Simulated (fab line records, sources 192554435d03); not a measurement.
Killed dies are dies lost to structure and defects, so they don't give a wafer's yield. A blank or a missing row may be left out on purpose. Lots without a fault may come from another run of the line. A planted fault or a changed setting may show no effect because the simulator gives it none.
Problem report in the 8D (eight disciplines) form, filled by code | flow n5_finfet | the parts of the form that need people (team, actions taken, sign-off) are left out

1. THE PROBLEM
cd_nm at N5_BEOL_M15_CD_MEAS_28 reads a mean of 424.1 nm on 2 wafers of 2 lots; wafers without a fault read 407.5 nm with a standard deviation of 1.7. That is +9.8 standard deviations from the usual mean.
The step: target cd 407.6 nm.
First seen on wafer L839.2, day 15 05:49, on cd_sem-03. The record holds 33 wafers of 11 lots with a number at this step. Rule for "out", or "out of limits": more than 4 standard deviations from the usual mean. The other wafers with a number count as sound.

2. WHAT IT IS AND WHAT IT IS NOT
question                    | is                   | is not
which readings at this step | cd_nm                | -
which lots                  | L839, L842           | L827, L829, L830, L831, L832, L833, L836, L846, L849
which wafers of those lots  | L839.2, L842.3       | L839.4, L839.5, L842.1, L842.4
read on which gauges        | cd_sem-02, cd_sem-03 | cd_sem-01
when                        | from day 15 05:49    | up to then (23 sound wafers); but 8 sound wafers of L842, L846, L849 came after

3. SUSPECTS, AND WHAT RULES EACH OUT
Counting: a tool at a process step up to the reading stays a suspect if it ran every lot that is out. Sound lots after the first of them don't rule it out here, since some wafers of a struck lot are sound.
- the gauge at N5_BEOL_M15_CD_MEAS_28: ruled out. The wafers that are out were read on 2 gauges (cd_sem-02, cd_sem-03).
- litho_track-02 at N5_BEOL_M15_PEB_26 (peb time 90 s): kept. It ran every lot that is out, first L839 (day 15 05:42); its last sound lot up to then is L836 (day 14 03:49).
Left after counting: litho_track-02 at N5_BEOL_M15_PEB_26.

4. THE CAUSE (what the simulator had put in)
Process parameter drift: litho_track-02, from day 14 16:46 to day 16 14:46, at N5_BEOL_M15_PEB_26. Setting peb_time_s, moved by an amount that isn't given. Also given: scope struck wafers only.
Counting left only this tool.

5. THE CHAIN OF EFFECTS, in route order
Each row: a reading whose mean over the struck wafers that have a number lies more than 3 standard deviations from the usual. Only readings for which the record gives a usual standard deviation are gone through. hours: the time from each lot's start at the first step in this table that gives one to its start at this step, as a median over the lots. sigmas: the change in usual standard deviations.
hours | step                   | reading | usual    | on struck wafers | change | sigmas
0     | N5_BEOL_M15_CD_MEAS_28 | cd_nm   | 407.5 nm | 424.1            | +16.6  | +9.8
Later measuring or inspecting steps at which every struck wafer that the step has a row for has a number for every such reading, and none has moved that far: N5_BEOL_M15_INSPECT_30.

6. WHAT WOULD HAVE CAUGHT IT SOONER
In this record the first reading out of limits at a measuring or inspecting step was taken at day 15 05:49, 13 hours after the fault began at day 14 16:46.
Of the tool readings at N5_BEOL_M15_PEB_26 for which the record gives a usual standard deviation, none was out on any struck wafer, so an alarm limit of 4 standard deviations on them would not have fired.
Of the lots that are out (2), L842 began N5_BEOL_M15_PEB_26 on litho_track-02 after day 15 05:49. A hold on the tool at that time would have spared it.
